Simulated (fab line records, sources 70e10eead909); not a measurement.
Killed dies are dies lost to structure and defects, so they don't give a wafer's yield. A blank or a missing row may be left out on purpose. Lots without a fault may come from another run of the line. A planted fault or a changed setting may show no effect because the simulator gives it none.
Chamber matching | flow nand_harc | NHARC_P_GATE_ETCH_32 on rie_si-03: 4 sister chambers
The step etches the open film in HBr/Cl2, target depth 150 nm, time 100.1 s. 4 wafers are shown with their chamber, then 8 later ones without.

WAFERS WITH THEIR CHAMBER
wafer  | chamber | drypump_motor_current_A (A)
L077.2 | 3       | 6.4
L083.1 | 0       | 5.8
L083.3 | 1       | 5.8
L089.2 | 2       | 5.5

WAFERS WITHOUT THEIR CHAMBER
wafer  | drypump_motor_current_A (A)
L089.3 | 6.4
L089.5 | 5.8
L091.2 | 6.4
L091.4 | 5.5
L091.5 | 5.7
L096.2 | 5.5
L096.3 | 5.8
L096.5 | 5.8

WHICH CHAMBER EACH WENT THROUGH
wafer  | from the rows above     | in truth
L089.3 | 3                       | 3
L089.5 | can't be placed: 0 or 1 | 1
L091.2 | 3                       | 3
L091.4 | 2                       | 2
L091.5 | can't be placed: 0 or 1 | 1
L096.2 | 2                       | 2
L096.3 | can't be placed: 0 or 1 | 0
L096.5 | can't be placed: 0 or 1 | 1
Placed correctly: 4 of 8. Can't be placed from these rows: 4 (the true chamber is among the candidates in 4). Placed wrongly: 0.
How it was worked out, from the rows above alone: a wafer's distance from a chamber is the root of the sum, over the readings, of the square of ((its reading less the chamber's mean) divided by the reading's scatter). The wafer belongs to the nearest chamber; if the next one is less than 2 further off, it can't be placed. A chamber's mean is the mean of its shown wafers. The scatter: with one shown wafer a chamber, the root of the mean of the squares of how far each hidden wafer lies from its nearest shown one.
